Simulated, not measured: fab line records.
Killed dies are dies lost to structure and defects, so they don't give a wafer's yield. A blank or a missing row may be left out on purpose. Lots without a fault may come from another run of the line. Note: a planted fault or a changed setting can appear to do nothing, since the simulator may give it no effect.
Which tool did it? | flow nandHarc | 11 lots, 33 wafers sampled, at 4 steps of a route of 1159

WHAT THE GAUGES READ, wafer by wafer
NHARC_A_CONTACT_CD_MEAS_42: the cd target is 200 nm. Usual: cdNm reads 200.2 nm (standard deviation 0.68).
lot  | measured     | on       | cdNm (nm)         | flag
L828 | day 17 11:52 | cdSem-01 | 198.5 200.1 200.3 | 
L827 | day 17 07:34 | cdSem-02 | 200.7 200.9 200.0 | 
L829 | day 18 00:55 | cdSem-02 | 200.9 201.0 200.8 | 
L831 | day 18 13:01 | cdSem-03 | 200.0 200.3 199.3 | 
L832 | day 18 14:28 | cdSem-02 | 198.8 199.9 199.5 | 
L833 | day 18 17:13 | cdSem-03 | 200.6 200.6 200.0 | 
L837 | day 19 07:04 | cdSem-02 | 199.8 200.8 201.4 | 
L838 | day 20 19:47 | cdSem-02 | 199.5 198.8 200.0 | 
L844 | day 21 21:53 | cdSem-02 | 201.1 200.0 200.5 | 
L846 | day 22 07:56 | cdSem-03 | 201.2 201.7 200.3 | 
L845 | day 21 16:30 | cdSem-03 | 200.3 201.0 200.4 | 

TOOL THAT RAN EACH LOT (tool first, then ch and the chambers of the sampled wafers, then the start)
lot  | NHARC_A_SLIT_ETCH_29              | NHARC_A_WL_FILL_STRIP_29          | NHARC_A_CONTACT_DEP_24
L828 | rieDiel-11 ch 1,2,3, day 15 08:46 | rieDiel-05 ch 0,1, day 16 14:14   | pecvd-04 ch 0,2, day 17 08:23
L827 | rieDiel-08 ch 0,1,3, day 15 08:55 | rieDiel-06 ch 0,1,3, day 16 15:14 | pecvd-02 ch 0,1, day 17 04:05
L829 | rieDiel-11 ch 0,2,3, day 16 04:52 | rieDiel-03 ch 0,2,3, day 17 07:53 | pecvd-02 ch 0,1,2, day 17 21:24
L831 | rieDiel-12 ch 0,1,3, day 16 16:20 | rieDiel-03 ch 0,1,2, day 17 21:37 | pecvd-04 ch 0,1, day 18 09:32
L832 | rieDiel-08 ch 0,2,3, day 16 16:32 | rieDiel-06 ch 0,1,3, day 17 21:38 | pecvd-02 ch 0,1,2, day 18 09:48
L833 | rieDiel-08 ch 2,3, day 16 18:01   | rieDiel-05 ch 0,2,3, day 18 00:44 | pecvd-02 ch 0,1,2, day 18 13:58
L837 | rieDiel-12 ch 1,2, day 17 15:16   | rieDiel-05 ch 1,3, day 18 14:15   | pecvd-04 ch 1,2, day 19 02:23
L838 | rieDiel-11 ch 1,2,3, day 19 05:46 | rieDiel-06 ch 1,3, day 20 04:49   | pecvd-01 ch 0,1, day 20 16:10
L844 | rieDiel-08 ch 0,1, day 19 14:15   | rieDiel-06 ch 0,1, day 20 14:11   | pecvd-01 ch 0,1,2, day 21 18:07
L846 | rieDiel-11 ch 2,3, day 19 15:56   | rieDiel-03 ch 1,2,3, day 20 19:34 | pecvd-01 ch 0,2, day 22 02:39
L845 | rieDiel-08 ch 1,2,3, day 19 16:39 | rieDiel-05 ch 0,1,2, day 20 14:13 | pecvd-01 ch 0,1,2, day 21 11:24
- NHARC_A_SLIT_ETCH_29: etches the open film in CF4/O2, target depth 100 nm, overetch 10 nm, time 55 s.
- NHARC_A_WL_FILL_STRIP_29: strips in O2, time 20 s.
- NHARC_A_CONTACT_DEP_24: deposits SiO2, target thk 500 nm.

WHAT THE TOOLS THEMSELVES READ (means of the sampled wafers that have a number; where no wafer has one, the mark that the record gives instead)
NHARC_A_SLIT_ETCH_29. Usual: cf4FlowSccm 80.01 sccm, standard deviation 0.23; drypumpMotorCurrentA 5.6 A, standard deviation 0.36; o2FlowSccm 20.00 sccm, standard deviation 0.063; oes_ar_750_au 1.000 a.u., standard deviation 0.0045; oesProductAu 1.000 a.u., standard deviation 0.011; rfVppV 198.0 V, standard deviation 1.3; showerheadPlenumPTorr 1.35 Torr, standard deviation 0.045; throttleValvePct 13.398 %, standard deviation 0.01.
lot  | tool       | cf4FlowSccm (sccm) | drypumpMotorCurrentA (A) | o2FlowSccm (sccm) | oes_ar_750_au (a.u.) | oesProductAu (a.u.) | rfVppV (V) | showerheadPlenumPTorr (Torr) | throttleValvePct (%) | flag
L828 | rieDiel-11 | 79.88              | 5.4                      | 20.02             | 1.003                | 1.002               | 197.8      | 1.36                         | 13.401               | 
L827 | rieDiel-08 | 79.98              | 5.8                      | 20.06             | 0.998                | 0.988               | 197.7      | 1.32                         | 13.396               | 
L829 | rieDiel-11 | 80.20              | 5.4                      | 20.03             | 1.000                | 1.011               | 198.1      | 1.37                         | 13.396               | 
L831 | rieDiel-12 | 79.87              | 6.0                      | 20.01             | 1.004                | 1.002               | 197.9      | 1.38                         | 13.395               | 
L832 | rieDiel-08 | 79.96              | 5.9                      | 19.95             | 1.001                | 0.997               | 197.8      | 1.35                         | 13.407               | 
L833 | rieDiel-08 | 79.80              | 5.8                      | 19.97             | 1.005                | 0.999               | 198.1      | 1.33                         | 13.394               | 
L837 | rieDiel-12 | 80.04              | 5.5                      | 20.04             | 1.002                | 0.987               | 198.6      | 1.37                         | 13.411               | 
L838 | rieDiel-11 | 80.09              | 5.4                      | 20.06             | 1.002                | 1.012               | 199.2      | 1.35                         | 13.382               | 
L844 | rieDiel-08 | 80.15              | 5.6                      | 20.04             | 1.007                | 1.004               | 196.9      | 1.30                         | 13.398               | 
L846 | rieDiel-11 | 79.96              | 5.5                      | 19.97             | 1.002                | 1.006               | 198.5      | 1.36                         | 13.394               | 
L845 | rieDiel-08 | 80.19              | 5.7                      | 19.97             | 1.003                | 0.996               | 197.0      | 1.31                         | 13.397               | 

NHARC_A_WL_FILL_STRIP_29. Usual: drypumpMotorCurrentA 5.9 A, standard deviation 0.46; o2FlowSccm 499.8 sccm, standard deviation 1.5; oesProductAu 0.998 a.u., standard deviation 0.015; rfVppV 57.7 V, standard deviation 0.82; showerheadPlenumPTorr 3.49 Torr, standard deviation 0.14; throttleValvePct 17.035 %, standard deviation 0.0085.
lot  | tool       | drypumpMotorCurrentA (A) | o2FlowSccm (sccm) | oesProductAu (a.u.) | rfVppV (V) | showerheadPlenumPTorr (Torr) | throttleValvePct (%) | flag
L828 | rieDiel-05 | 5.8                      | 500.7             | 1.011               | 58.2       | 3.51                         | 17.036               | 
L827 | rieDiel-06 | 6.2                      | 500.5             | 0.990               | 57.5       | 3.48                         | 17.023               | 
L829 | rieDiel-03 | 5.9                      | 500.4             | 0.988               | 58.0       | 3.48                         | 17.028               | 
L831 | rieDiel-03 | 5.8                      | 499.5             | 0.992               | 58.3       | 3.54                         | 17.036               | 
L832 | rieDiel-06 | 6.2                      | 498.6             | 0.990               | 58.2       | 3.48                         | 17.025               | 
L833 | rieDiel-05 | 5.8                      | 498.3             | 1.008               | 57.8       | 3.57                         | 17.035               | 
L837 | rieDiel-05 | 5.2                      | 500.9             | 1.005               | 58.0       | 3.62                         | 17.038               | 
L838 | rieDiel-06 | 6.4                      | 500.5             | 1.000               | 57.2       | 3.44                         | 17.038               | 
L844 | rieDiel-06 | 6.2                      | 499.9             | 1.005               | 58.9       | 3.52                         | 17.035               | 
L846 | rieDiel-03 | 5.6                      | 499.7             | 0.982               | 58.2       | 3.44                         | 17.046               | 
L845 | rieDiel-05 | 5.9                      | 499.3             | 1.008               | 57.5       | 3.44                         | 17.034               | 

NHARC_A_CONTACT_DEP_24. Usual: flowSccm 2650 sccm, standard deviation 7.3; heaterPowerW 556 W, standard deviation 89; mfcPrecursorSccm 161.4 sccm, standard deviation 0.49; throttleValvePct 15.8 %, standard deviation 0.54.
lot  | tool     | flowSccm (sccm) | heaterPowerW (W) | mfcPrecursorSccm (sccm) | throttleValvePct (%) | flag
L828 | pecvd-04 | 2654            | 542              | 161.1                   | 15.3                 | 
L827 | pecvd-02 | 2636            | 536              | 161.8                   | 15.5                 | 
L829 | pecvd-02 | 2656            | 571              | 161.5                   | 16.1                 | 
L831 | pecvd-04 | 2656            | 538              | 160.7                   | 15.8                 | 
L832 | pecvd-02 | 2651            | 555              | 161.5                   | 16.0                 | 
L833 | pecvd-02 | 2645            | 587              | 150.5                   | 15.9                 | OFF
L837 | pecvd-04 | 2650            | 572              | 160.7                   | 15.6                 | 
L838 | pecvd-01 | 2647            | 553              | 161.1                   | 15.3                 | 
L844 | pecvd-01 | 2643            | 541              | 161.2                   | 15.6                 | 
L846 | pecvd-01 | 2655            | 533              | 161.7                   | 16.1                 | 
L845 | pecvd-01 | 2650            | 538              | 161.7                   | 15.6                 | 

THE ANSWER, worked out from the rows above alone
Rule: take the mean of a lot's wafers that have a number; if it is more than 3 standard deviations from the usual mean, the lot is off. Also off: a lot with no number at a reading for which 4 or more lots have one. All remaining lots with rows at the step are treated as sound. Order of review: gauges by route order, followed by the tools' own readings, for which a lot's mean as printed above is used. The first step at which some lot is off is used, and at that step the reading that is off furthest; a lot without a number counts as furthest.
Off at NHARC_A_CONTACT_DEP_24 (mfcPrecursorSccm): L833.
If a tool, at that step or one of the process steps before it, ran each lot that is off and ran no sound lot following the first of them, it fits. One fits: NHARC_A_CONTACT_DEP_24 on pecvd-02. Its last sound lot is L832 (day 18 09:48), its first lot that is off L833 (day 18 13:58): a fault that began between those two fits.
On the lots that are off, the tool's own readings at NHARC_A_CONTACT_DEP_24 differ by more than 5 times the standard deviation of the sound lots' means, which bears it out; mfcPrecursorSccm reads 150.5 sccm there versus 161.3 sccm on the sound lots.

WHAT THE SIMULATOR HAD PUT IN
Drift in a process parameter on pecvd-02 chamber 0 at NHARC_A_CONTACT_DEP_24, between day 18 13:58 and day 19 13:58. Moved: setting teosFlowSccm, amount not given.
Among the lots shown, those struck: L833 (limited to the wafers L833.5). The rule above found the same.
